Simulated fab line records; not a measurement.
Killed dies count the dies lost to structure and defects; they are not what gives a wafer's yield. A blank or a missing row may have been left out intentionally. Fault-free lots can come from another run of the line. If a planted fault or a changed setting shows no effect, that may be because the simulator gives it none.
What tool caused it? / flow nand_harc / Sampling: 12 lots, 36 wafers, 6 of 1159 route steps

== WHAT EACH GAUGE READ, for each wafer ==
NHARC_A_CONTACT_OVL_MEAS_70.
lot=L075; measured=day 16 17:59; on=overlay-02; overlay_x_nm (nm)=0.4 0.5 0.2
lot=L079; measured=day 17 09:50; on=overlay-01; overlay_x_nm (nm)=0.2 0.7 0.5
lot=L078; measured=day 17 21:26; on=overlay-02; overlay_x_nm (nm)=0.9 1.1 0.7
lot=L082; measured=day 18 06:34; on=overlay-01; overlay_x_nm (nm)=-0.2 -0.2 -0.4
lot=L081; measured=day 18 22:51; on=overlay-01; overlay_x_nm (nm)=-0.2 -0.4 -0.8
lot=L087; measured=day 19 08:35; on=overlay-01; overlay_x_nm (nm)=-0.6 -0.6 -1.5
lot=L085; measured=day 20 01:44; on=overlay-01; overlay_x_nm (nm)=-0.7 -1.0 -1.0
lot=L089; measured=day 20 06:28; on=overlay-02; overlay_x_nm (nm)=0.0 0.1 -0.3
lot=L090; measured=day 20 14:39; on=overlay-01; overlay_x_nm (nm)=0.4 0.4 0.4
lot=L094; measured=day 21 21:29; on=overlay-01; overlay_x_nm (nm)=0.3 0.4 0.3
lot=L095; measured=day 21 17:13; on=overlay-01; overlay_x_nm (nm)=0.7 0.2 0.4
lot=L097; measured=day 22 07:20; on=overlay-02; overlay_x_nm (nm)=-1.2 -0.8 -0.7

== TOOL THAT RAN EACH LOT (tool first, then ch and the chambers of the sampled wafers, then the start) ==
lot=L075; NHARC_A_WL_FILL_ETCHBACK_04=rie_metal-01 ch 0,1, day 15 08:58; NHARC_A_WL_FILL_ETCHBACK_16=rie_diel-12 ch 1,2, day 16 10:29 or earlier; NHARC_A_CONTACT_ETCH_48=rie_diel-08 ch 0,1, day 16 10:29; NHARC_A_CONTACT_ETCH_111=har_cap_etch-02 ch 0,1, day 16 11:51; NHARC_A_CONTACT_ETCH_120=har_cap_etch-02 ch 0,1, day 16 12:47
lot=L079; NHARC_A_WL_FILL_ETCHBACK_04=rie_metal-02 ch 1, day 15 18:07; NHARC_A_WL_FILL_ETCHBACK_16=rie_diel-05 ch 1,2, day 17 01:34 or earlier; NHARC_A_CONTACT_ETCH_48=rie_diel-13 ch 0,1,2, day 17 01:34; NHARC_A_CONTACT_ETCH_111=har_cap_etch-02 ch 0,1, day 17 02:44; NHARC_A_CONTACT_ETCH_120=har_cap_etch-02 ch 0,1, day 17 03:40
lot=L078; NHARC_A_WL_FILL_ETCHBACK_04=rie_metal-03 ch 0,1, day 16 08:53; NHARC_A_WL_FILL_ETCHBACK_16=rie_diel-09 ch 1,2,3, day 17 14:44 or earlier; NHARC_A_CONTACT_ETCH_48=rie_diel-08 ch 0,1,3, day 17 14:44; NHARC_A_CONTACT_ETCH_111=har_cap_etch-03 ch 0,1, day 17 15:56; NHARC_A_CONTACT_ETCH_120=har_cap_etch-03 ch 0,1, day 17 16:50
lot=L082; NHARC_A_WL_FILL_ETCHBACK_04=rie_metal-02 ch 0,1, day 16 15:06; NHARC_A_WL_FILL_ETCHBACK_16=rie_diel-05 ch 1,2,3, day 17 21:10 or earlier; NHARC_A_CONTACT_ETCH_48=rie_diel-13 ch 0,2,3, day 17 21:10; NHARC_A_CONTACT_ETCH_111=har_cap_etch-02 ch 0,1, day 17 22:55; NHARC_A_CONTACT_ETCH_120=har_cap_etch-02 ch 0,1, day 17 23:47
lot=L081; NHARC_A_WL_FILL_ETCHBACK_04=rie_metal-03 ch 1, day 17 12:01; NHARC_A_WL_FILL_ETCHBACK_16=rie_diel-05 ch 2,3, day 18 14:15 or earlier; NHARC_A_CONTACT_ETCH_48=rie_diel-08 ch 0,2,3, day 18 14:15; NHARC_A_CONTACT_ETCH_111=har_cap_etch-02 ch 0,1, day 18 15:28; NHARC_A_CONTACT_ETCH_120=har_cap_etch-02 ch 0,1, day 18 16:40
lot=L087; NHARC_A_WL_FILL_ETCHBACK_04=rie_metal-01 ch 0,1, day 17 20:17; NHARC_A_WL_FILL_ETCHBACK_16=rie_diel-12 ch 1,2, day 19 00:57 or earlier; NHARC_A_CONTACT_ETCH_48=rie_diel-08 ch 2,3, day 19 00:57; NHARC_A_CONTACT_ETCH_111=har_cap_etch-02 ch 0,1, day 19 02:52; NHARC_A_CONTACT_ETCH_120=har_cap_etch-02 ch 0,1, day 19 03:47
lot=L085; NHARC_A_WL_FILL_ETCHBACK_04=rie_metal-01 ch 0,1, day 18 11:11; NHARC_A_WL_FILL_ETCHBACK_16=rie_diel-12 ch 2,3, day 19 16:55 or earlier; NHARC_A_CONTACT_ETCH_48=rie_diel-08 ch 1,3, day 19 16:55; NHARC_A_CONTACT_ETCH_111=har_cap_etch-03 ch 0,1, day 19 18:20; NHARC_A_CONTACT_ETCH_120=har_cap_etch-03 ch 0,1, day 19 19:15
lot=L089; NHARC_A_WL_FILL_ETCHBACK_04=rie_metal-01 ch 0,1, day 18 15:51; NHARC_A_WL_FILL_ETCHBACK_16=rie_diel-12 ch 0,1,3, day 19 22:13 or earlier; NHARC_A_CONTACT_ETCH_48=rie_diel-08 ch 0,3, day 19 22:13; NHARC_A_CONTACT_ETCH_111=har_cap_etch-02 ch 0,1, day 19 23:23; NHARC_A_CONTACT_ETCH_120=har_cap_etch-02 ch 0,1, day 20 00:19
lot=L090; NHARC_A_WL_FILL_ETCHBACK_04=rie_metal-02 ch 0,1, day 19 03:39; NHARC_A_WL_FILL_ETCHBACK_16=rie_diel-09 ch 0,1, day 20 06:19 or earlier; NHARC_A_CONTACT_ETCH_48=rie_diel-07 ch 1,2, day 20 06:19; NHARC_A_CONTACT_ETCH_111=har_cap_etch-03 ch 0,1, day 20 08:17; NHARC_A_CONTACT_ETCH_120=har_cap_etch-03 ch 0,1, day 20 09:11
lot=L094; NHARC_A_WL_FILL_ETCHBACK_04=rie_metal-02 ch 0,1, day 20 04:27; NHARC_A_WL_FILL_ETCHBACK_16=rie_diel-12 ch 0,1,3, day 21 14:17 or earlier; NHARC_A_CONTACT_ETCH_48=rie_diel-08 ch 0,3, day 21 14:17; NHARC_A_CONTACT_ETCH_111=har_cap_etch-02 ch 0,1, day 21 15:32; NHARC_A_CONTACT_ETCH_120=har_cap_etch-02 ch 0,1, day 21 16:27
lot=L095; NHARC_A_WL_FILL_ETCHBACK_04=rie_metal-01 ch 0,1, day 20 07:49; NHARC_A_WL_FILL_ETCHBACK_16=rie_diel-12 ch 0,1,2, day 21 10:34 or earlier; NHARC_A_CONTACT_ETCH_48=rie_diel-08 ch 1,2, day 21 10:34; NHARC_A_CONTACT_ETCH_111=har_cap_etch-03 ch 0,1, day 21 11:44; NHARC_A_CONTACT_ETCH_120=har_cap_etch-03 ch 0,1, day 21 12:40
lot=L097; NHARC_A_WL_FILL_ETCHBACK_04=rie_metal-01 ch 0,1, day 20 18:46; NHARC_A_WL_FILL_ETCHBACK_16=rie_diel-09 ch 0,2, day 22 00:35 or earlier; NHARC_A_CONTACT_ETCH_48=rie_diel-13 ch 2,3, day 22 00:35; NHARC_A_CONTACT_ETCH_111=har_cap_etch-02 ch 0,1, day 22 02:00; NHARC_A_CONTACT_ETCH_120=har_cap_etch-02 ch 0,1, day 22 02:54
- NHARC_A_WL_FILL_ETCHBACK_04: etches the open film in NF3, target depth 60 nm, time 120 s.
- NHARC_A_WL_FILL_ETCHBACK_16: etches the open film in C4F8/O2/Ar, target depth 88 nm, time 17.6 s.
- NHARC_A_CONTACT_ETCH_48: etches the open film in CF4, target depth 39 nm, time 65 s.
- NHARC_A_CONTACT_ETCH_111: etches the open film in C4F8/O2/Ar, time 140 s, target depth 700 nm.
- NHARC_A_CONTACT_ETCH_120: etches the open film in C4F8/O2/Ar, time 94 s, target depth 922 nm.

== THE ANSWER, worked out from the rows above alone ==
Rule: usual is defined by the lots themselves. The widest of any qualifying gaps counts: lots, ordered by their means at a reading, are off when they make up no more than a third of the lots, leave a main group of 4 or more, and stand apart from it by 3 or more times the standard deviation of that group's means. A main group is skipped when, at the precision printed for the reading in the tables above, its means are all equal. Also off: a lot with no number at a reading for which 4 or more lots have one. Any other lot the step has rows for is counted as sound.
None of the lots is off at any reading shown; this tells nothing.

== WHAT HAD BEEN PUT IN BY THE SIMULATOR ==
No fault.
